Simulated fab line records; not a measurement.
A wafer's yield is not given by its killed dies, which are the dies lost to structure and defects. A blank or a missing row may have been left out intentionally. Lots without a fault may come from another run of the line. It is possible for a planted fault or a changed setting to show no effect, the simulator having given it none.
Chamber matching | flow n5 finfet | N5_BEOL_M0_SAQP_HM_OPEN_112 on rie diel-06 has 4 sister chambers
The step chemistry CHF3/O2, target SiO2, stops on a-Si, target depth 12 nm, time 13.5 s. 16 wafers are shown with their chamber, then 8 later ones without.

## WAFERS WITH THEIR CHAMBER
wafer  | chamber | showerhead plenum p Torr (Torr) | throttle valve pct (%) | rf vpp V (V)
L074.1 | 3       | 2.47                            | 18.60                  | 529
L074.5 | 3       | 2.47                            | 18.59                  | 529
L074.6 | 0       | 2.33                            | 19.04                  | 516
L077.1 | 3       | 2.47                            | 18.61                  | 529
L077.2 | 2       | 2.33                            | 19.17                  | 526
L077.6 | 0       | 2.33                            | 19.05                  | 515
L078.1 | 0       | 2.33                            | 19.05                  | 514
L078.4 | 3       | 2.47                            | 18.63                  | 528
L078.6 | 3       | 2.47                            | 18.62                  | 529
L080.1 | 3       | 2.47                            | 18.63                  | 529
L080.3 | 0       | 2.33                            | 19.08                  | 516
L080.4 | 1       | 2.45                            | 18.87                  | 531
L083.1 | 1       | 2.45                            | 18.86                  | 530
L083.2 | 0       | 2.32                            | 19.07                  | 517
L083.6 | 1       | 2.45                            | 18.87                  | 531
L089.1 | 2       | 2.32                            | 19.20                  | 524

SIGNATURES (averages over the wafers above)
reading                  | chamber 0 | chamber 1 | chamber 2 | chamber 3 | scatter within a chamber
showerhead plenum p Torr | 2.3280    | 2.4500    | 2.3250    | 2.4700    | 0.00329
throttle valve pct       | 19.0580   | 18.8667   | 19.1850   | 18.6133   | 0.0156
rf vpp V                 | 515.60    | 530.67    | 525.00    | 528.83    | 0.851
Rule: a wafer's distance from a chamber is the root of the sum, over the readings, of the square of ((its reading less the chamber's mean) divided by the reading's scatter). If the next closest chamber is less than 2 further off than the closest, the wafer can't be placed; otherwise it belongs to the closest. How the scatter is found: for the shown wafers, subtract from each reading the mean of its chamber, square and add these, divide the total by (wafers less chambers), then take the root.

## WAFERS WHOSE CHAMBER IS MISSING
wafer  | showerhead plenum p Torr (Torr) | throttle valve pct (%) | rf vpp V (V)
L089.4 | 2.45                            | 18.89                  | 530
L089.6 | 2.45                            | 18.89                  | 530
L094.1 | 2.45                            | 18.91                  | 531
L094.2 | 2.46                            | 18.68                  | 531
L094.3 | 2.32                            | 19.08                  | 514
L097.3 | 2.31                            | 19.09                  | 515
L097.4 | 2.44                            | 18.93                  | 530
L097.6 | 2.44                            | 18.92                  | 529

## EACH ONE'S CHAMBER
wafer  | from the rows above | in truth
L089.4 | 1                   | 1
L089.6 | 1                   | 1
L094.1 | 1                   | 1
L094.2 | 3                   | 3
L094.3 | 0                   | 0
L097.3 | 0                   | 0
L097.4 | 1                   | 1
L097.6 | 1                   | 1
Placed correctly: 8 of 8. From these rows, 0 cannot be placed. Wrongly placed: 0.
